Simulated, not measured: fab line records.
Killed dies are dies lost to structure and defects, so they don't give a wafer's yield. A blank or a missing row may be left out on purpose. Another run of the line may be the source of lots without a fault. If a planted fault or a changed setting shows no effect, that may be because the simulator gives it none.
Matching of chambers + flow n5_finfet + N5_BEOL_M6_CURE_74 on uv_cure-02: 3 sister chambers
The step cures SiCOH lowk, time 240 s. 3 wafers are shown with their chamber, then 11 later ones without.

## EACH WAFER AND ITS CHAMBER
| wafer  | chamber | wafer_temp_C_max |
|--------|---------|------------------|
| L080.5 | 0       | 387.3            |
| L081.6 | 2       | 387.7            |
| L086.3 | 1       | 387.3            |

## WAFERS MISSING THEIR CHAMBER
| wafer  | wafer_temp_C_max |
|--------|------------------|
| L086.4 | 387.6            |
| L086.6 | 387.5            |
| L094.1 | 386.9            |
| L094.4 | 387.8            |
| L094.5 | 387.1            |
| L097.1 | 387.0            |
| L097.2 | 387.7            |
| L097.3 | 388.0            |
| L097.4 | 387.1            |
| L097.5 | 387.3            |
| L097.6 | 387.0            |

## THE CHAMBER EACH PASSED THROUGH
| wafer  | from the rows above          | in truth |
|--------|------------------------------|----------|
| L086.4 | can't be placed: 2 or 0 or 1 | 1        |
| L086.6 | can't be placed: 0 or 1 or 2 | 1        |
| L094.1 | can't be placed: 0 or 1 or 2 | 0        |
| L094.4 | can't be placed: 2 or 0 or 1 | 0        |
| L094.5 | can't be placed: 0 or 1 or 2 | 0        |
| L097.1 | can't be placed: 0 or 1 or 2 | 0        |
| L097.2 | can't be placed: 2 or 0 or 1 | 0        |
| L097.3 | can't be placed: 2 or 0 or 1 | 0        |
| L097.4 | can't be placed: 0 or 1 or 2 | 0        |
| L097.5 | can't be placed: 0 or 1 or 2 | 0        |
| L097.6 | can't be placed: 0 or 1 or 2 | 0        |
0 of 11 placed correctly. From these rows, 11 cannot be placed; in 11 the true chamber is one of the candidates. 0 placed wrongly.
How it was worked out, from the rows above alone: a wafer's distance from a chamber is the root of the sum, over the readings, of the square of ((its reading less the chamber's mean) divided by the reading's scatter). If the next closest chamber is less than 2 further off than the closest, the wafer can't be placed; otherwise it belongs to the closest. Each chamber's mean is taken over the wafers shown for it. The scatter: root of mean squared gap, hidden wafer to nearest shown wafer, with one shown wafer a chamber.
